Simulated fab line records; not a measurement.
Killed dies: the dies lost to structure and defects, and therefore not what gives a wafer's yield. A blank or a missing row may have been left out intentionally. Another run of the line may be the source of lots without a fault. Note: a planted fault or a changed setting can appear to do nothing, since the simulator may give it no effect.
A lot that was struck, set against a sound lot | flow n5-finfet | 43 steps out of a route of 1938
Sound: the wafers L227.2, L227.3, L227.4. Wafers struck: L219.2, L219.4, L219.6. Last of all comes the cause.
At each step with rows: each side's tool, then ch and its chambers, then its first start. Under that, the readings that differ: sound wafers | struck wafers | difference of the means | sigmas: that difference in standard deviations of wafers without a fault.
alike: words and numbers the same on both sides, and readings whose means are apart by under 2 such deviations; not compared: readings that were withheld, readings missing a value for some wafer, numbers with overlapping values and no deviation given by the record, and bounds like >300 which may hide the same value.
The two part at a step that has a row with sigmas, a row that says differs or no value, or rows on one side only. Numbers that have no deviation but don't overlap get no sigmas and don't part them. A reading missing from all wafers of one side parts the sides only when that side holds two or more wafers.

first, 11 steps without rows for these wafers: N5_BEOL_M3_DESCUM_33 (chemistry O2, time 7 s); N5_BEOL_M3_ETCH_77 (etches underlayer in N2/H2, target depth 6.5 nm, time 5.2 s); N5_BEOL_M3_ETCH_69 (etches SiARC in CF4, target depth 15.6 nm, time 26 s); N5_BEOL_M3_ALD_98 (deposits SiO2, target thk 2.5 nm, pulse time 1 s, co reactant pulse time 1 s); N5_BEOL_M3_ETCHBACK_99 (etches SiO2 in CHF3, target depth 5 nm, time 10.4 s); N5_BEOL_M3_ETCH_70 (etches SOC in N2/H2, target depth 80 nm, overetch 16 nm, time 120 s); N5_BEOL_M3_STRIP_71 (strips in N2/H2); N5_BEOL_M3_STRIP_78 (strips in N2/H2); N5_BEOL_M3_VIA_ETCH_34 (etches the open film in C4F6/O2, target depth 69.4 nm, time 65.9 s); N5_BEOL_M3_STRIP_83 (strips in C4F6/O2); N5_BEOL_M3_STRIP_36 (strips in N2/H2).
N5_BEOL_M3_TRENCH_ETCH_37: etches SiOC in C4F6/O2, target depth 55.555 nm, time 29.2 s.
  sound on rie-diel-03 ch 0,1,3, day 13 17:38; struck on rie-diel-04 ch 0,2,3, day 11 04:58
  no value came back on the struck wafers for any of 8 readings (C4F6_flow_sccm (sccm), O2_flow_sccm (sccm) and others); on the sound wafers C4F6_flow_sccm (sccm) reads 10.00 10.00 9.97
  reading                                    | sound          | struck   | difference | sigmas
  model.TiN_of_BEOL_M3_HM_DEP_02.thk-nm (nm) | 17.8 17.6 17.8 | 20 20 20 | +2         |
then, 2 steps without rows for these wafers: N5_BEOL_M3_ETCH_41 (etches SiCN in CH3F/O2, target depth 29.9 nm, time 52.5 s); N5_BEOL_M3_STRIP_97 (strips in N2/H2, time 10 s).
N5_BEOL_M3_OCD_MEAS_38:
  sound on ocd-01 at day 13 17:47; struck on ocd-01 at day 11 05:07
  reading              | sound          | struck    | difference | sigmas
  trench-depth-nm (nm) | 56.9 55.3 55.4 | 0.0 0 0.1 | -55.8      | -62
then, 25 steps without rows for these wafers: N5_BEOL_M3_HM_STRIP_39 (strips TiN in peroxide tin strip, target depth 25 nm, time 158 s); N5_BEOL_M3_SRD_40 (time 30 s); N5_BEOL_M3_PRECLEAN_42 (cleans in residue remover, time 60 s); N5_BEOL_M3_SRD_43 (time 30 s); N5_BEOL_M3_DEGAS_44 (time 60 s); N5_BEOL_M3_PRE_CLEAN_45 (time 30 s); N5_BEOL_M3_ALD_84 (deposits TaN, pulse time 2 s, purge time 3 s, co reactant purge time 2 s); N5_BEOL_M3_SURFACE_TREAT_85; N5_BEOL_M3_CVD_47 (deposits Co from CCTBA/H2, target thk 3 nm, time 223.8 s); N5_BEOL_M3_SPUTTER_48 (material Cu, target thk 4.5 nm, time 8.29 s); N5_BEOL_M3_ANNEAL_49 (time 240 s); N5_BEOL_M3_SPUTTER_79 (material Cu, target thk 4.5 nm, time 8.29 s); N5_BEOL_M3_ANNEAL_80 (time 240 s); N5_BEOL_M3_SPUTTER_81 (material Cu, target thk 4.5 nm, time 8.29 s); N5_BEOL_M3_ANNEAL_82 (time 240 s); N5_BEOL_M3_SPUTTER_86 (material Cu, target thk 4.5 nm, time 8.29 s); N5_BEOL_M3_ANNEAL_87 (time 240 s); N5_BEOL_M3_SPUTTER_88 (material Cu, target thk 4.5 nm, time 8.29 s); N5_BEOL_M3_ANNEAL_89 (time 240 s); N5_BEOL_M3_SPUTTER_90 (material Cu, target thk 4.5 nm, time 8.29 s); N5_BEOL_M3_ANNEAL_91 (time 240 s); N5_BEOL_M3_SPUTTER_92 (material Cu, target thk 4.5 nm, time 8.29 s); N5_BEOL_M3_ANNEAL_93 (time 240 s); N5_BEOL_M3_SPUTTER_94 (material Cu, target thk 4.5 nm, time 8.29 s); N5_BEOL_M3_ANNEAL_95 (time 240 s).
N5_BEOL_M3_CMP_52: polishes, stops on SiOC, t overpolish 6.8 s, target thk 40 nm.
  sound on cmp-03 ch 0,1,3, day 13 21:27; struck on cmp-02 ch 0,2,3, day 11 11:07
  reading                                | sound        | struck | difference | sigmas
  model.Cu_of_BEOL_M3_ECD_50.thk-nm (nm) | 38.2 38 40.4 | 0 0 0  | -39        |
  alike: motor-current-A
  not compared: pad-life-wafers
N5_BEOL_M4_RC_MEAS_101:
  the record has rows for the sound wafers here (prober-02 ch 0, day 14 07:38) and none for the struck ones
-- record jumps: 5 days separate the struck wafers' starts on either side; left off in module BEOL_M4, taken up again in module PASSIVATION, whose first shown step is the route's number 1936 --
N5_PASSIVATION_PROBE_49:
  the record has rows for the struck wafers here (prober-02, day 16 13:08) and none for the sound ones

## WHERE THEY PART
Earliest at N5_BEOL_M3_TRENCH_ETCH_37; latest, in this record, at N5_PASSIVATION_PROBE_49.

WHY: what had been put in by the simulator
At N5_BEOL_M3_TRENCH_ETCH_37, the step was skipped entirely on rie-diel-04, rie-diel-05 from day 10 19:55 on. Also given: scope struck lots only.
